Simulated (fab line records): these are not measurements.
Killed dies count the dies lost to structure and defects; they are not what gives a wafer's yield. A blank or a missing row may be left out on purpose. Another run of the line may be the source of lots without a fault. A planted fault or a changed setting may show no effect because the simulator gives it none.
fab line records | flow n5Finfet
record: lots: 7 wafers: 21 lastDay: 18
route steps=1938 shown HKMG_FIN@457 GATE_CUT@465 BEOL_M4@1111
lots untouched by any fault: they come from a run of this same line in which no faults occurred
startH: start of the lot's first displayed wafer, in hours after the record's first day | waitH: hours from the lot's prior step to this one | " same as the row above | L1.1+2: several wafers, shown together as one row | - no value, or no start was given | * or withheld: withheld | < > ~ a bound
route shown NAME@n: a module of which the file shows steps, and the number in the route of the first | usual: mean/standard deviation of fault-free wafers | same: alike in all rows | chamber/n: place in a boat | sites: per-site readings | _std_site: standard deviation of those values | _edge_site: outer sites' mean less inner sites' | radiusMm: how far each site lies from the wafer's centre | mask NAME#n: copy n | behind: the last tool/chamber to shape the wafer | hold: why the lot went on hold/how many hours it stayed there/how the hold came to an end | device: which transistor (n, p or np) failed to switch | end of line: the same wafers' tests at the end of the route | where a step has no rows: the recipe by itself | killed: not the wafer's yield, but the dies lost to structure and defects at the first sort | map: a wafer's dies, marking killed ones x, the rest . and places with no die _
set.NAME: the setting as run; set.NAME@STEP: as run at that earlier step | model.NAME: the simulator's own value behind a step, which no gauge read
lots seen at some steps along the route; tables by step, rows by wafer
services: from which hour (startH, from the record's first day; less than 0 if before it) a tool's chamber was out of use, for how many hours, and why
== steps ==
step: N5_HKMG_FIN_ALD_72
recipe: material: W targetThkA: 20 tempC: 300 pressureTorr: 7.5 aldPrecursorFamily: WF6 aldCoReactant: B2H6 pulseTimeS: 1 purgeTimeS: 2 coReactantPurgeTimeS: 2 coReactantPulseTimeS: 3 aldCycles: 7
step: N5_HKMG_FIN_W_FILL_22
recipe: material: W targetThkA: 600 tempC: 400 pressureTorr: 39.4 timeS: 18.2
usual: heaterPowerW: 865/96 susceptorTempC: 400.03/0.19 throttleValvePct: 19.4/0.56
columns lot.wafer tool chamber startH waitH heaterPowerW susceptorTempC throttleValvePct
L293.1 cvdW-02 0 96.14 0.0 851 400.26 18.9
L293.2 " 1 " " 807 400.03 18.9
L293.5 " 1 " " 789 400.05 19.0
L296.1 cvdW-02 0 118.96 0.0 841 399.62 18.8
L296.2 " 1 " " 798 399.99 19.0
L296.3 " 1 " " 804 400.35 19.1
L299.2 cvdW-01 0 137.27 0.0 774 399.94 19.3
L299.3 " 0 " " 756 399.61 19.2
L299.5 " 0 " " 770 399.78 19.3
L305.2 cvdW-01 1 171.89 0.0 1018 399.97 20.2
L305.3 " 1 " " 999 399.98 20.1
L305.4 " 0 " " 783 400.13 19.0
L306.2 cvdW-01 1 179.14 0.0 1004 400.28 20.3
L306.4 " 1 " " 1020 400.06 20.2
L306.5 " 1 " " 1007 400.21 20.1
L307.3 cvdW-01 1 181.08 0.0 1009 399.82 20.4
L307.5 " 0 " " 750 399.83 19.3
L307.6 " 1 " " 1030 400.13 20.2
L313.3 cvdW-02 1 221.77 0.0 785 399.90 19.4
L313.4 " 0 " " 870 400.30 18.7
L313.6 " 1 " " 808 399.90 18.9
step: N5_HKMG_FIN_PRECLEAN_83
recipe: chemistry: DIW timeS: 57.5 tempC: 23
step: N5_HKMG_FIN_SRD_84
recipe: dryTimeS: 32 dry: n2Spin spinRpm: 1500
step: N5_HKMG_FIN_CMP_23
recipe: stopOn: SiNx tOverpolishS: 10 postCmpClean: rinseOnly downForcePsi: 4 platenRpm: 50.289 padVelocityMS: 1.0006 targetThkNm: 46.326
step: N5_HKMG_FIN_CMP_94
recipe: stopOn: SiNx postCmpClean: wDiluteNh4oh tOverpolishS: 4.7 downForcePsi: 4 platenRpm: 50.289 padVelocityMS: 1.0006 targetThkNm: 43.299
usual: motorCurrentA: 12.3/1.5
same: tOverpolishS: 4.7
columns lot.wafer tool chamber startH waitH motorCurrentA
L293.1 cmp-01 0 96.76 0.3 12.5
L293.2 " 2 " " 9.7
L293.5 " 0 " " 12.6
L296.2 cmp-03 3 119.55 0.4 12.1
L296.3 " 0 " " 15.2
L296.1 " 1 " " 11.4
L299.3 cmp-02 2 137.86 0.4 11.6
L299.2 " 1 " " 14.1
L299.5 " 2 " " 12.4
L305.2 cmp-01 3 172.51 0.3 10.2
L305.3 " 0 " " 12.3
L305.4 " 1 " " 13.2
L306.2 cmp-03 3 179.73 0.4 11.3
L306.4 " 2 " " 11.9
L306.5 " 3 " " 11.5
L307.3 cmp-01 2 181.72 0.3 9.3
L307.5 " 0 " " 12.7
L307.6 " 1 " " 12.5
L313.3 cmp-02 2 222.35 0.4 11.9
L313.4 " 1 " " 14.7
L313.6 " 2 " " 12.2
step: N5_HKMG_FIN_INSPECT_28
recipe: inspectInstrument: darkfield mode: postCmp
usual: rawDefectCount: 39/17
columns lot.wafer tool chamber startH waitH rawDefectCount
L293.1 defectInspect-01 - 96.96 0.0 32
L293.2 " - " " 29
L293.5 " - " " 32
L296.1 defectInspect-02 - 119.79 0.0 44
L296.2 " - " " 59
L296.3 " - " " 45
L299.2 defectInspect-02 - 138.09 0.0 66
L299.3 " - " " 26
L299.5 " - " " 58
L305.2 defectInspect-02 - 172.71 0.0 66
L305.3 " - " " 34
L305.4 " - " " 82
L306.2 defectInspect-01 - 179.96 0.0 33
L306.4 " - " " 12
L306.5 " - " " 29
L307.3 defectInspect-02 - 181.89 0.0 56
L307.5 " - " " 43
L307.6 " - " " 54
L313.3 defectInspect-01 - 222.58 0.0 47
L313.4 " - " " 33
L313.6 " - " " 29
step: N5_GATE_CUT_ETCHBACK_00
recipe: chemistry: SF6/Cl2 target: W pressureMtorr: 8 icpW: 900 biasW: 80 SF6_flow_sccm: 40 Cl2_flow_sccm: 60
step: N5_GATE_CUT_ETCH_56
recipe: chemistry: Cl2/Ar target: TiN targetDepthA: 216 pressureMtorr: 10 icpW: 600 biasW: 60 Cl2_flow_sccm: 40 Ar_flow_sccm: 60
usual: biasW: 59.98/0.18 drypumpMotorCurrentA: 5.6/0.63 oesProductAu: 0.77/0.14 throttleValvePct: 20.70/0.2
columns lot.wafer tool chamber startH waitH biasW drypumpMotorCurrentA oesProductAu rfHoursCounterH throttleValvePct
L293.1 rieMetal-03 1 97.12 0.1 59.93 5.4 0.60 125 21.05
L293.2 " 0 " " 60.05 5.8 0.60 121 21.08
L293.5 " 1 " " 60.27 5.4 0.60 - 21.05
L296.1 rieMetal-01 1 119.94 0.1 60.14 4.7 0.98 2 20.53
L296.2 " 0 " " 59.87 6.0 0.72 60 20.62
L296.3 " 1 " " 60.10 4.7 0.99 - 20.54
L299.2 rieMetal-01 1 138.25 0.1 60.20 4.7 0.96 4 20.55
L299.3 " 1 " " 60.08 4.8 0.97 - 20.55
L299.5 " 1 " " 60.16 4.8 0.97 - 20.53
L305.2 rieMetal-02 1 173.02 0.2 59.50 6.5 0.67 - 20.69
L305.3 " 1 " " 59.82 6.5 0.68 - 20.68
L305.4 " 1 " " 59.93 6.6 0.67 - 20.69
L306.2 rieMetal-02 1 180.27 0.2 59.92 6.5 0.68 - 20.69
L306.4 " 1 " " 59.99 6.5 0.67 - 20.68
L306.5 " 1 " " 60.06 6.5 0.67 - 20.69
L307.3 rieMetal-01 0 182.08 0.1 60.02 6.0 0.70 - 20.62
L307.5 " 0 " " 60.14 6.0 0.71 - 20.62
L307.6 " 1 " " 59.94 4.7 0.93 - 20.56
L313.3 rieMetal-01 1 222.77 0.1 59.87 4.7 0.91 - 20.55
L313.4 " 0 " " 59.54 6.0 0.70 - 20.64
L313.6 " 0 " " 59.79 6.0 0.70 - 20.64
step: N5_GATE_CUT_ETCHBACK_30
recipe: chemistry: Cl2/Ar target: TiN targetDepthA: 30 mode: isotropic pressureMtorr: 10 icpW: 600 biasW: 60 Cl2_flow_sccm: 40 Ar_flow_sccm: 60
usual: drypumpMotorCurrentA: 5.6/0.64 oesProductAu: 0.77/0.14 throttleValvePct: 20.70/0.2
columns lot.wafer tool chamber startH waitH drypumpMotorCurrentA oesProductAu rfHoursCounterH throttleValvePct
L293.1 rieMetal-03 1 97.21 0.1 5.4 0.61 125 21.04
L293.2 " 0 " " 5.8 0.61 121 21.09
L293.5 " 1 " " 5.4 0.61 - 21.04
L296.1 rieMetal-01 1 120.03 0.1 4.7 0.98 2 20.55
L296.2 " 0 " " 6.0 0.72 60 20.61
L296.3 " 1 " " 4.7 0.99 - 20.54
L299.2 rieMetal-01 1 138.34 0.1 4.8 0.96 4 20.55
L299.3 " 1 " " 4.7 0.95 - 20.54
L299.5 " 1 " " 4.8 0.96 - 20.54
L305.2 rieMetal-02 1 173.18 0.1 6.6 0.67 - 20.69
L305.3 " 1 " " 6.5 0.68 - 20.69
L305.4 " 1 " " 6.6 0.68 - 20.69
L306.2 rieMetal-02 1 180.43 0.1 6.6 0.67 - 20.67
L306.4 " 1 " " 6.5 0.67 - 20.68
L306.5 " 1 " " 6.6 0.68 - 20.68
L307.3 rieMetal-01 0 182.15 0.0 6.0 0.71 - 20.65
L307.5 " 0 " " 6.0 0.71 - 20.62
L307.6 " 1 " " 4.7 0.94 - 20.56
L313.3 rieMetal-01 1 222.84 0.0 4.8 0.92 - 20.57
L313.4 " 0 " " 6.1 0.70 - 20.64
L313.6 " 0 " " 6.0 0.70 - 20.64
step: N5_GATE_CUT_VAPOR_ETCH_60
recipe: chemistry: BCl3/Cl2 target: HfO2 mode: isotropic
usual: drypumpMotorCurrentA: 5.6/0.64 oesProductAu: 0.77/0.14
columns lot.wafer tool chamber startH waitH drypumpMotorCurrentA oesProductAu
L293.1 rieMetal-03 1 97.24 0.0 5.4 0.62
L293.2 " 0 " " 5.7 0.60
L293.5 " 1 " " 5.4 0.62
L296.1 rieMetal-01 1 120.06 0.0 4.8 0.97
L296.2 " 0 " " 6.0 0.72
L296.3 " 1 " " 4.7 0.98
L299.2 rieMetal-01 1 138.37 0.0 4.7 0.95
L299.3 " 1 " " 4.7 0.96
L299.5 " 1 " " 4.7 0.96
L305.2 rieMetal-02 1 173.24 0.1 6.6 0.69
L305.3 " 1 " " 6.6 0.68
L305.4 " 1 " " 6.6 0.69
L306.2 rieMetal-02 1 180.49 0.1 6.6 0.67
L306.4 " 1 " " 6.6 0.68
L306.5 " 1 " " 6.6 0.67
L307.3 rieMetal-01 0 182.18 0.0 6.0 0.70
L307.5 " 0 " " 6.1 0.71
L307.6 " 1 " " 4.7 0.92
L313.3 rieMetal-01 1 222.87 0.0 4.7 0.90
L313.4 " 0 " " 6.0 0.71
L313.6 " 0 " " 6.0 0.70
step: N5_GATE_CUT_ETCH_58
recipe: chemistry: CH3F/O2 target: SiNx targetDepthA: 170 timeS: 128.6 ionEnergyEv: 50 pressureMtorr: 30 sourceW: 415 biasW: 21 Ar_flow_sccm: 150 CH3F_flow_sccm: 30 O2_flow_sccm: 20
usual: biasW: 21.00/0.066 drypumpMotorCurrentA: 5.6/0.46 oesProductAu: 0.80/0.097 rfVppV: 99.2/0.9 showerheadPlenumPTorr: 2.00/0.058 throttleValvePct: 16.36/0.2
columns lot.wafer tool chamber startH waitH biasW drypumpMotorCurrentA oesProductAu rfHoursCounterH rfVppV showerheadPlenumPTorr throttleValvePct model.etch.depthNm model.SiNx_of_SDB_ALD_29.thkNm
L293.1 rieDiel-06 3 97.29 0.0 21.06 6.2 0.93 15 99.2 2.06 16.18 17.37 24.4
L293.2 " 2 " " 21.08 6.0 0.71 195 98.9 1.97 16.45 16.57 24.8
L293.5 " 0 " " 21.03 5.2 0.86 - 98.7 1.94 16.02 16.44 24.6
L296.1 rieDiel-03 2 120.32 0.2 21.10 5.3 0.67 238 97.8 1.98 16.41 16.95 24.4
L296.2 " 3 " " 20.94 6.4 0.94 29 99.2 2.06 16.44 17.93 24.4
L296.3 " 1 " " 20.95 5.4 0.97 0 99.6 2.14 16.30 16.84 24.6
L299.2 rieDiel-04 2 138.42 0.0 20.98 5.7 0.71 218 99.4 1.91 16.76 17.39 24.4
L299.3 " 0 " " 21.02 5.9 0.73 173 99.5 1.99 16.54 16.79 24.6
L299.5 " 1 " " 20.94 5.3 0.72 - 98.6 1.99 16.32 17.17 24.6
L305.2 rieDiel-03 0 173.31 0.1 16.37 5.1 0.68 194 84.9 2.00 16.47 15.26 24.8
L305.3 " 3 " " 16.48 6.4 0.84 46 87.1 2.05 16.49 16.07 24.6
L305.4 " 3 " " 16.51 6.3 0.85 - 84.9 2.05 16.48 16.17 24.8
L306.2 rieDiel-03 3 180.58 0.1 16.47 6.4 0.84 49 85.4 2.05 16.49 16.09 24.6
L306.4 " 0 " " 16.48 5.1 0.68 197 85.6 2.00 16.47 15.35 24.8
L306.5 " 0 " " 16.52 5.1 0.69 - 85.3 2.00 16.48 15.28 24.8
L307.3 rieDiel-03 3 182.22 0.0 16.47 6.3 0.85 50 85.2 2.05 16.50 16 24.8
L307.5 " 1 " " 16.42 5.4 0.85 - 87.3 2.13 16.31 15.47 25
L307.6 " 0 " " 16.51 5.1 0.68 - 84.6 2.00 16.49 15.24 24.8
L313.3 rieDiel-04 0 222.92 0.0 21.08 5.9 0.71 194 99.7 1.98 16.57 16.75 24.4
L313.4 " 3 " " 21.09 5.2 0.85 50 98.4 1.95 16.23 16.47 24.8
L313.6 " 0 " " 21.11 5.9 0.71 - 98.9 1.98 16.59 16.81 24.6
step: N5_GATE_CUT_STRIP_59
recipe: chemistry: N2/H2 timeS: 20 powerW: 100 tempC: 40 pressureMtorr: 100 rfFrequencyHz: 6e+07 biasPowerW: 3 n2FlowSccm: 300 h2FlowSccm: 300
step: N5_BEOL_M4_RC_MEAS_101
usual: DIBL_N: 36.0/2.5 DIBL_P: 36.2/3 IOFF_N: 0.16/0.044 IOFF_P: 0.21/0.049 ION_N: 671/15 ION_P: 461/8.7 SS_N: 71.5/0.72 SS_P: 73.4/0.9 VT_N: 251/4.4 VT_P: -250/4
columns lot.wafer tool chamber startH waitH DIBL_N[mV/V] DIBL_P[mV/V] IOFF_N[nA/um] IOFF_P[nA/um] ION_N[uA/um] ION_P[uA/um] SS_N[mV/dec] SS_P[mV/dec] VT_N[mV] VT_P[mV]
L293.1 prober-02 0 206.65 0.0 36.0 38.5 0.17 0.23 659 456 71.8 74.9 248 -248
L293.2 " 0 " " 34.5 36.1 0.15 0.20 676 468 71.1 73.7 247 -249
L293.5 " 0 " " 33.9 35.1 0.13 0.18 656 451 71.0 73.2 251 -252
L296.1 prober-01 0 219.12 0.0 38.4 39.2 0.18 0.26 695 476 71.3 74.3 248 -250
L296.2 " 0 " " 38.6 40.1 0.19 0.30 680 467 72.1 74.8 248 -245
L296.3 " 0 " " 35.0 34.7 0.12 0.19 669 466 70.2 73.2 254 -252
L299.2 prober-01 0 233.52 0.2 31.5 31.0 0.10 0.14 656 452 70.4 72.0 257 -256
L299.3 " 0 " " 36.9 38.6 0.18 0.27 674 467 71.1 73.7 246 -247
L299.5 " 0 " " 35.3 36.5 0.15 0.22 671 458 71.7 73.0 248 -247
L306.2 prober-02 0 271.16 0.2 38.9 40.4 0.23 0.28 701 476 72.3 73.8 245 -246
L306.4 " 0 " " 35.1 34.5 0.15 0.18 678 458 71.1 72.5 249 -253
L306.5 " 0 " " 36.7 37.4 0.17 0.22 692 468 72.2 73.7 250 -252
L305.2 prober-02 0 275.85 0.2 41.2 43.1 0.31 0.37 692 473 72.8 74.9 240 -241
L305.3 " 0 " " 36.6 37.7 0.19 0.24 683 465 71.4 73.0 245 -248
L305.4 " 0 " " 36.9 38.5 0.20 0.26 682 473 72.0 74.0 245 -245
L307.3 prober-02 0 301.99 0.3 41.1 42.8 0.24 0.33 691 469 72.4 75.3 242 -244
L307.5 " 0 " " 38.0 38.4 0.17 0.22 679 456 71.8 74.9 250 -254
L307.6 " 0 " " 41.0 42.0 0.23 0.31 688 471 72.8 74.7 244 -246
L313.3 prober-02 0 319.01 0.3 30.4 29.3 0.07 0.10 638 438 70.0 71.8 261 -263
L313.4 " 0 " " 35.3 35.9 0.12 0.18 662 456 71.2 73.4 256 -255
L313.6 " 0 " " 33.7 33.6 0.11 0.14 660 453 71.0 73.0 256 -258
== services ==
columns tool chamber startH hours kind
cvdW-02 0 72.69 2.4 repair
rieDiel-06 - 86.87 0.4 repair
rieDiel-03 1 94.69 - clean
rieDiel-03 1 94.69 - consumableReplace:focusRing
rieDiel-03 1 94.69 - consumableReplace:showerhead
rieDiel-03 1 94.69 23.9 scheduledDown
rieDiel-03 1 94.69 23.9 ventCycle
cvdW-02 - 126.01 14.6 pm
cmp-01 - 129.25 7.7 pm
cmp-03 - 131.93 4.0 pm
rieDiel-06 3 133.56 10.2 repair
cvdW-01 - 140.61 2.8 pm
rieDiel-03 1 146.18 2.5 repair
rieDiel-03 - 159.37 0.7 repair
rieDiel-03 2 161.15 - clean
rieDiel-03 2 161.15 - consumableReplace:focusRing
rieDiel-03 2 161.15 13.2 scheduledDown
rieMetal-02 0 164.01 - clean
rieMetal-02 0 164.01 22.8 scheduledDown
rieMetal-02 0 164.01 22.8 ventCycle
rieDiel-04 - 188.17 14.6 pm
cvdW-02 - 196.03 1.1 repair
cmp-01 - 213.14 15.0 pm
rieMetal-01 - 219.49 2.8 pm
== key ==
firstSign: step: N5_GATE_CUT_ETCH_58 reading: biasW direction: down sigmas: 69 usual: * struck: *
effect: step: N5_GATE_CUT_ETCH_58 reading: rfVppV direction: down sigmas: 15 usual: 99.2 struck: 85.6
modelEffect: step: N5_GATE_CUT_ETCH_58 value: etch.depthNm without: 17.38 struck: 15.66
metAt N5_GATE_CUT_ETCH_58
struckWafers L305.2,L305.3,L305.4,L306.2,L306.4,L306.5,L307.3,L307.5,L307.6
onsetBetween 120.32 173.31
fault: kind: processParameterDrift tool: rieDiel-03 chamber: - onsetH: 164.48 steps: N5_GATE_CUT_ETCH_58 channel: biasW offset: * shape: step endH: 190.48 actsIn: * stated: *
